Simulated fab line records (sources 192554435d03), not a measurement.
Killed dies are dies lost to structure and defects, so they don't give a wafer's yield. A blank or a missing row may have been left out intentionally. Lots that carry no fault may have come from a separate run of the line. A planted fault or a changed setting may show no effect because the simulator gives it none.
Which tool did it? || flow n5 finfet || 29 wafers from 10 lots sampled at 6 of the route's 1938 steps

## WHAT EACH GAUGE READ, for each wafer
N5_BEOL_M4_RC_MEAS_101. Usual: DIBL_N 37.1 mV/V, standard deviation 1.8; DIBL_P 37.2 mV/V, standard deviation 2.1; IOFF_N 0.17 nA/um, standard deviation 0.033; IOFF_P 0.22 nA/um, standard deviation 0.037; ION_N 680 uA/um, standard deviation 11; ION_P 464 uA/um, standard deviation 7.7; SS_N 71.7 mV/dec, standard deviation 0.63; SS_P 73.6 mV/dec, standard deviation 0.67; VT_N 248.9 mV, standard deviation 2.9; VT_P -251 mV, standard deviation 3.6.
{"lot": "L764", "measured": "day 8 22:56", "on": "prober-02", "DIBL_N (mV/V)": "38.7 35.8 34.1", "DIBL_P (mV/V)": "40.6 36.7 33.8", "IOFF_N (nA/um)": "0.22 0.14 0.12", "IOFF_P (nA/um)": "0.26 0.18 0.15", "ION_N (uA/um)": "701 676 667", "ION_P (uA/um)": "473 455 454", "SS_N (mV/dec)": "72.0 71.4 71.0", "SS_P (mV/dec)": "74.6 73.2 72.5", "VT_N (mV)": "242.9 251.4 251.3", "VT_P (mV)": "-248 -256 -256", "flag": ""}
{"lot": "L762", "measured": "day 9 01:41", "on": "prober-02", "DIBL_N (mV/V)": "37.2 34.4 36.1", "DIBL_P (mV/V)": "37.9 34.7 36.9", "IOFF_N (nA/um)": "0.19 0.15 0.16", "IOFF_P (nA/um)": "0.27 0.20 0.24", "ION_N (uA/um)": "674 675 679", "ION_P (uA/um)": "466 464 473", "SS_N (mV/dec)": "71.7 72.2 72.1", "SS_P (mV/dec)": "73.9 72.8 74.3", "VT_N (mV)": "244.5 250.0 250.0", "VT_P (mV)": "-245 -248 -245", "flag": ""}
{"lot": "L761", "measured": "day 9 21:03", "on": "prober-02", "DIBL_N (mV/V)": "37.9 38.6 38.9", "DIBL_P (mV/V)": "37.9 38.6 40.7", "IOFF_N (nA/um)": "0.17 0.19 0.21", "IOFF_P (nA/um)": "0.20 0.22 0.26", "ION_N (uA/um)": "671 677 713", "ION_P (uA/um)": "454 459 480", "SS_N (mV/dec)": "72.0 72.0 71.7", "SS_P (mV/dec)": "73.3 73.4 73.4", "VT_N (mV)": "250.8 247.7 244.9", "VT_P (mV)": "-250 -249 -249", "flag": ""}
{"lot": "L767", "measured": "day 9 19:16", "on": "prober-02", "DIBL_N (mV/V)": "36.6 37.9 38.8", "DIBL_P (mV/V)": "35.3 38.5 38.1", "IOFF_N (nA/um)": "0.14 0.18 0.19", "IOFF_P (nA/um)": "0.16 0.22 0.21", "ION_N (uA/um)": "663 684 681", "ION_P (uA/um)": "449 464 463", "SS_N (mV/dec)": "72.0 72.4 71.7", "SS_P (mV/dec)": "72.9 74.1 74.2", "VT_N (mV)": "253.8 248.7 249.6", "VT_P (mV)": "-254 -253 -253", "flag": ""}
{"lot": "L769", "measured": "day 10 03:49", "on": "prober-01", "DIBL_N (mV/V)": "37.7 37.6 34.5", "DIBL_P (mV/V)": "37.9 37.6 35.4", "IOFF_N (nA/um)": "0.15 0.16 0.11", "IOFF_P (nA/um)": "0.19 0.18 0.15", "ION_N (uA/um)": "665 673 655", "ION_P (uA/um)": "458 454 452", "SS_N (mV/dec)": "71.3 71.9 70.6", "SS_P (mV/dec)": "74.0 72.9 73.1", "VT_N (mV)": "251.8 252.4 255.9", "VT_P (mV)": "-255 -257 -258", "flag": ""}
{"lot": "L771", "measured": "day 10 19:43", "on": "prober-02", "DIBL_N (mV/V)": "35.7 38.2 34.0", "DIBL_P (mV/V)": "37.0 41.7 35.3", "IOFF_N (nA/um)": "0.14 0.21 0.13", "IOFF_P (nA/um)": "0.18 0.25 0.17", "ION_N (uA/um)": "663 690 665", "ION_P (uA/um)": "455 469 462", "SS_N (mV/dec)": "72.0 71.6 70.7", "SS_P (mV/dec)": "73.9 75.1 73.4", "VT_N (mV)": "250.1 245.4 251.2", "VT_P (mV)": "-254 -252 -255", "flag": ""}
{"lot": "L770", "measured": "day 10 19:17", "on": "prober-01", "DIBL_N (mV/V)": "35.6 38.3 34.8", "DIBL_P (mV/V)": "35.8 37.0 34.9", "IOFF_N (nA/um)": "0.15 0.19 0.14", "IOFF_P (nA/um)": "0.20 0.23 0.19", "ION_N (uA/um)": "675 691 678", "ION_P (uA/um)": "466 470 464", "SS_N (mV/dec)": "71.2 71.7 70.5", "SS_P (mV/dec)": "73.9 73.9 72.2", "VT_N (mV)": "249.1 249.9 250.8", "VT_P (mV)": "-251 -249 -254", "flag": ""}
{"lot": "L772", "measured": "day 11 00:59", "on": "prober-01", "DIBL_N (mV/V)": "38.3 37.0 35.7", "DIBL_P (mV/V)": "38.8 36.4 34.3", "IOFF_N (nA/um)": "0.17 0.16 0.14", "IOFF_P (nA/um)": "0.24 0.21 0.17", "ION_N (uA/um)": "671 691 672", "ION_P (uA/um)": "463 468 457", "SS_N (mV/dec)": "71.8 71.1 71.4", "SS_P (mV/dec)": "75.1 73.4 72.9", "VT_N (mV)": "250.1 248.5 251.5", "VT_P (mV)": "-246 -252 -251", "flag": ""}
{"lot": "L780", "measured": "day 13 19:06", "on": "prober-02", "DIBL_N (mV/V)": "37.3 38.2", "DIBL_P (mV/V)": "37.1 37.8", "IOFF_N (nA/um)": "0.17 0.20", "IOFF_P (nA/um)": "0.22 0.24", "ION_N (uA/um)": "703 677", "ION_P (uA/um)": "478 462", "SS_N (mV/dec)": "72.3 71.6", "SS_P (mV/dec)": "73.7 74.4", "VT_N (mV)": "246.6 245.7", "VT_P (mV)": "-249 -250", "flag": ""}
{"lot": "L783", "measured": "day 14 10:52", "on": "prober-02", "DIBL_N (mV/V)": "39.5 40.7 37.4", "DIBL_P (mV/V)": "39.0 38.9 35.8", "IOFF_N (nA/um)": "0.18 0.21 0.16", "IOFF_P (nA/um)": "0.24 0.24 0.20", "ION_N (uA/um)": "664 678 680", "ION_P (uA/um)": "463 461 461", "SS_N (mV/dec)": "71.9 73.2 71.3", "SS_P (mV/dec)": "73.9 74.5 73.8", "VT_N (mV)": "249.3 247.9 250.8", "VT_P (mV)": "-248 -247 -250", "flag": ""}

## EACH LOT AND THE TOOL THAT RAN IT (in order: tool; ch and the chambers of the sampled wafers; start)
{"lot": "L764", "N5_BEOL_M3_SPUTTER_92": "pvd sputter-01, day 8 10:24", "N5_BEOL_M3_ECD_50": "ecd cu-01 ch 0,1, day 8 10:57", "N5_BEOL_M3_CMP_52": "cmp-04 ch 1,2,3, day 8 11:22", "N5_BEOL_M3_PRE_CLEAN_60": "cvd co-02 ch 0,1, day 8 11:40", "N5_BEOL_M3_DEP_57": "pecvd-03 ch 0,2, day 8 11:50"}
{"lot": "L762", "N5_BEOL_M3_SPUTTER_92": "pvd sputter-01, day 8 12:14", "N5_BEOL_M3_ECD_50": "ecd cu-02 ch 1, day 8 12:47", "N5_BEOL_M3_CMP_52": "cmp-04 ch 0,2, day 8 13:10", "N5_BEOL_M3_PRE_CLEAN_60": "cvd co-01 ch 0,1, day 8 13:30", "N5_BEOL_M3_DEP_57": "pecvd-03 ch 0,1, day 8 13:40"}
{"lot": "L761", "N5_BEOL_M3_SPUTTER_92": "pvd sputter-01, day 9 00:29", "N5_BEOL_M3_ECD_50": "ecd cu-02 ch 0,1, day 9 01:03", "N5_BEOL_M3_CMP_52": "cmp-02 ch 0,1,3, day 9 01:32", "N5_BEOL_M3_PRE_CLEAN_60": "cvd co-02 ch 0,1,2, day 9 01:49", "N5_BEOL_M3_DEP_57": "pecvd-04 ch 0,1, day 9 01:58"}
{"lot": "L767", "N5_BEOL_M3_SPUTTER_92": "pvd sputter-01, day 9 08:08", "N5_BEOL_M3_ECD_50": "ecd cu-02 ch 0,1, day 9 08:41", "N5_BEOL_M3_CMP_52": "cmp-01 ch 0,1,2, day 9 09:06", "N5_BEOL_M3_PRE_CLEAN_60": "cvd co-01 ch 0,1,2, day 9 09:23", "N5_BEOL_M3_DEP_57": "pecvd-02 ch 0,1,2, day 9 09:33"}
{"lot": "L769", "N5_BEOL_M3_SPUTTER_92": "pvd sputter-01, day 9 14:22", "N5_BEOL_M3_ECD_50": "ecd cu-01 ch 0,1, day 9 14:55", "N5_BEOL_M3_CMP_52": "cmp-04 ch 0,1,3, day 9 15:20", "N5_BEOL_M3_PRE_CLEAN_60": "cvd co-01 ch 1,2, day 9 15:43", "N5_BEOL_M3_DEP_57": "pecvd-04 ch 1,2, day 9 15:53"}
{"lot": "L771", "N5_BEOL_M3_SPUTTER_92": "pvd sputter-03, day 9 22:53", "N5_BEOL_M3_ECD_50": "ecd cu-02 ch 0,1, day 9 23:27", "N5_BEOL_M3_CMP_52": "cmp-02 ch 1,3, day 9 23:53", "N5_BEOL_M3_PRE_CLEAN_60": "cvd co-02 ch 0,1,2, day 10 00:11", "N5_BEOL_M3_DEP_57": "pecvd-03 ch 0,1, day 10 00:23"}
{"lot": "L770", "N5_BEOL_M3_SPUTTER_92": "pvd sputter-01, day 10 00:17", "N5_BEOL_M3_ECD_50": "ecd cu-02 ch 0,1, day 10 00:50", "N5_BEOL_M3_CMP_52": "cmp-01 ch 1,2,3, day 10 01:13", "N5_BEOL_M3_PRE_CLEAN_60": "cvd co-01 ch 0,1,2, day 10 01:32", "N5_BEOL_M3_DEP_57": "pecvd-03 ch 0,1, day 10 01:43"}
{"lot": "L772", "N5_BEOL_M3_SPUTTER_92": "pvd sputter-03, day 10 03:55", "N5_BEOL_M3_ECD_50": "ecd cu-01 ch 0, day 10 04:28", "N5_BEOL_M3_CMP_52": "cmp-04 ch 2,3, day 10 04:50", "N5_BEOL_M3_PRE_CLEAN_60": "cvd co-02 ch 0,2, day 10 05:10", "N5_BEOL_M3_DEP_57": "pecvd-02 ch 0,1,2, day 10 05:20"}
{"lot": "L780", "N5_BEOL_M3_SPUTTER_92": "pvd sputter-03, day 13 01:45", "N5_BEOL_M3_ECD_50": "ecd cu-01 ch 0,1, day 13 02:19", "N5_BEOL_M3_CMP_52": "cmp-04 ch 1,2, day 13 03:06", "N5_BEOL_M3_PRE_CLEAN_60": "cvd co-02 ch 0,1, day 13 03:26", "N5_BEOL_M3_DEP_57": "pecvd-02 ch 1,2, day 13 03:36"}
{"lot": "L783", "N5_BEOL_M3_SPUTTER_92": "pvd sputter-03, day 13 21:07", "N5_BEOL_M3_ECD_50": "ecd cu-02 ch 0,1, day 13 21:41", "N5_BEOL_M3_CMP_52": "cmp-01 ch 0,1,2, day 13 22:05", "N5_BEOL_M3_PRE_CLEAN_60": "cvd co-01 ch 0,1,2, day 13 22:23", "N5_BEOL_M3_DEP_57": "pecvd-02 ch 1,2, day 13 22:32"}
- N5_BEOL_M3_SPUTTER_92: material Cu, target thk 4.5 nm, time 8.29 s.
- N5_BEOL_M3_ECD_50: material Cu, target thk 300 nm.
- N5_BEOL_M3_CMP_52: polishes, stops on SiOC, t overpolish 6.8 s, target thk 40 nm.
- N5_BEOL_M3_PRE_CLEAN_60: time 15 s.
- N5_BEOL_M3_DEP_57: deposits SiCN from 3MS/NH3, target thk 8 nm, time 14 s.

## AS READ BY THE TOOLS THEMSELVES (means over the sampled wafers that have a number; for cases with no such wafer, the mark the record gives instead)
N5_BEOL_M3_SPUTTER_92. Usual: chamber pressure pa 0.07 Pa, standard deviation 0.00015; throttle valve pct 29.7 %, standard deviation 0.97.
{"lot": "L764", "tool": "pvd sputter-01", "chamber pressure pa (Pa)": 0.07, "throttle valve pct (%)": 30.9, "flag": ""}
{"lot": "L762", "tool": "pvd sputter-01", "chamber pressure pa (Pa)": 0.07, "throttle valve pct (%)": 30.5, "flag": ""}
{"lot": "L761", "tool": "pvd sputter-01", "chamber pressure pa (Pa)": 0.07, "throttle valve pct (%)": 30.1, "flag": ""}
{"lot": "L767", "tool": "pvd sputter-01", "chamber pressure pa (Pa)": 0.07, "throttle valve pct (%)": 29.8, "flag": ""}
{"lot": "L769", "tool": "pvd sputter-01", "chamber pressure pa (Pa)": 0.07, "throttle valve pct (%)": 30.5, "flag": ""}
{"lot": "L771", "tool": "pvd sputter-03", "chamber pressure pa (Pa)": 0.07, "throttle valve pct (%)": 29.7, "flag": ""}
{"lot": "L770", "tool": "pvd sputter-01", "chamber pressure pa (Pa)": 0.07, "throttle valve pct (%)": 30.8, "flag": ""}
{"lot": "L772", "tool": "pvd sputter-03", "chamber pressure pa (Pa)": 0.07, "throttle valve pct (%)": 30.1, "flag": ""}
{"lot": "L780", "tool": "pvd sputter-03", "chamber pressure pa (Pa)": 0.07, "throttle valve pct (%)": 29.6, "flag": ""}
{"lot": "L783", "tool": "pvd sputter-03", "chamber pressure pa (Pa)": 0.07, "throttle valve pct (%)": 30.2, "flag": ""}

N5_BEOL_M3_CMP_52. Usual: motor current A 6.2 A, standard deviation 0.47; platen rpm 50.00 rpm, standard deviation 0.032; time to endpoint s 61 s, standard deviation 3.6.
{"lot": "L764", "tool": "cmp-04", "motor current A (A)": 6.2, "platen rpm (rpm)": 50.01, "time to endpoint s (s)": 61, "flag": ""}
{"lot": "L762", "tool": "cmp-04", "motor current A (A)": 6.5, "platen rpm (rpm)": 50.03, "time to endpoint s (s)": 61, "flag": ""}
{"lot": "L761", "tool": "cmp-02", "motor current A (A)": 6.2, "platen rpm (rpm)": 49.98, "time to endpoint s (s)": 59, "flag": ""}
{"lot": "L767", "tool": "cmp-01", "motor current A (A)": 5.8, "platen rpm (rpm)": 50.00, "time to endpoint s (s)": 59, "flag": ""}
{"lot": "L769", "tool": "cmp-04", "motor current A (A)": 6.4, "platen rpm (rpm)": 49.99, "time to endpoint s (s)": 62, "flag": ""}
{"lot": "L771", "tool": "cmp-02", "motor current A (A)": 5.7, "platen rpm (rpm)": 49.97, "time to endpoint s (s)": 62, "flag": ""}
{"lot": "L770", "tool": "cmp-01", "motor current A (A)": 5.9, "platen rpm (rpm)": 50.01, "time to endpoint s (s)": 65, "flag": ""}
{"lot": "L772", "tool": "cmp-04", "motor current A (A)": 6.0, "platen rpm (rpm)": 49.99, "time to endpoint s (s)": 62, "flag": ""}
{"lot": "L780", "tool": "cmp-04", "motor current A (A)": 6.4, "platen rpm (rpm)": 49.97, "time to endpoint s (s)": 39, "flag": "OFF"}
{"lot": "L783", "tool": "cmp-01", "motor current A (A)": 5.9, "platen rpm (rpm)": 50.00, "time to endpoint s (s)": 61, "flag": ""}

N5_BEOL_M3_PRE_CLEAN_60. Usual: heater power outer w 23 W, standard deviation 7.9; heater power w 95 W, standard deviation 18.
{"lot": "L764", "tool": "cvd co-02", "heater power outer w (W)": 27, "heater power w (W)": 101, "flag": ""}
{"lot": "L762", "tool": "cvd co-01", "heater power outer w (W)": 23, "heater power w (W)": 99, "flag": ""}
{"lot": "L761", "tool": "cvd co-02", "heater power outer w (W)": 21, "heater power w (W)": 89, "flag": ""}
{"lot": "L767", "tool": "cvd co-01", "heater power outer w (W)": 25, "heater power w (W)": 100, "flag": ""}
{"lot": "L769", "tool": "cvd co-01", "heater power outer w (W)": 28, "heater power w (W)": 107, "flag": ""}
{"lot": "L771", "tool": "cvd co-02", "heater power outer w (W)": 21, "heater power w (W)": 88, "flag": ""}
{"lot": "L770", "tool": "cvd co-01", "heater power outer w (W)": 25, "heater power w (W)": 99, "flag": ""}
{"lot": "L772", "tool": "cvd co-02", "heater power outer w (W)": 13, "heater power w (W)": 70, "flag": ""}
{"lot": "L780", "tool": "cvd co-02", "heater power outer w (W)": 28, "heater power w (W)": 106, "flag": ""}
{"lot": "L783", "tool": "cvd co-01", "heater power outer w (W)": 26, "heater power w (W)": 102, "flag": ""}

N5_BEOL_M3_DEP_57. Usual: showerhead plenum p Torr 3.668 Torr, standard deviation 0.0092; throttle valve pct 9.0 %, standard deviation 0.57.
{"lot": "L764", "tool": "pecvd-03", "showerhead plenum p Torr (Torr)": 3.672, "throttle valve pct (%)": 8.8, "flag": ""}
{"lot": "L762", "tool": "pecvd-03", "showerhead plenum p Torr (Torr)": 3.668, "throttle valve pct (%)": 8.7, "flag": ""}
{"lot": "L761", "tool": "pecvd-04", "showerhead plenum p Torr (Torr)": 3.676, "throttle valve pct (%)": 9.5, "flag": ""}
{"lot": "L767", "tool": "pecvd-02", "showerhead plenum p Torr (Torr)": 3.664, "throttle valve pct (%)": 8.8, "flag": ""}
{"lot": "L769", "tool": "pecvd-04", "showerhead plenum p Torr (Torr)": 3.671, "throttle valve pct (%)": 9.5, "flag": ""}
{"lot": "L771", "tool": "pecvd-03", "showerhead plenum p Torr (Torr)": 3.662, "throttle valve pct (%)": 8.9, "flag": ""}
{"lot": "L770", "tool": "pecvd-03", "showerhead plenum p Torr (Torr)": 3.669, "throttle valve pct (%)": 8.7, "flag": ""}
{"lot": "L772", "tool": "pecvd-02", "showerhead plenum p Torr (Torr)": 3.668, "throttle valve pct (%)": 8.8, "flag": ""}
{"lot": "L780", "tool": "pecvd-02", "showerhead plenum p Torr (Torr)": 3.668, "throttle valve pct (%)": 8.7, "flag": ""}
{"lot": "L783", "tool": "pecvd-02", "showerhead plenum p Torr (Torr)": 3.667, "throttle valve pct (%)": 8.7, "flag": ""}

## THE ANSWER, worked out from the rows above alone
Rule: lot off if the mean of its wafers having a number is beyond 3 standard deviations from the usual mean. A lot without any number at a reading at which 4 lots or more have one is off too. Where the step has rows for the other lots, those lots are counted as sound. Order of review: gauges by route order, followed by the tools' own readings, for which a lot's mean as printed above is used. The first step at which some lot is off is used, and at that step the reading that is off furthest; a lot without a number counts as furthest.
Off: L780 (N5_BEOL_M3_CMP_52, time to endpoint s).
A tool fits if, at that step or a process step before it, it ran every lot that is off, and no sound lot after the first of them. This does not decide it: 2 tools fit, namely ecd cu-01 at N5_BEOL_M3_ECD_50 and cmp-04 at N5_BEOL_M3_CMP_52.

## WHAT THE SIMULATOR HAD PUT IN
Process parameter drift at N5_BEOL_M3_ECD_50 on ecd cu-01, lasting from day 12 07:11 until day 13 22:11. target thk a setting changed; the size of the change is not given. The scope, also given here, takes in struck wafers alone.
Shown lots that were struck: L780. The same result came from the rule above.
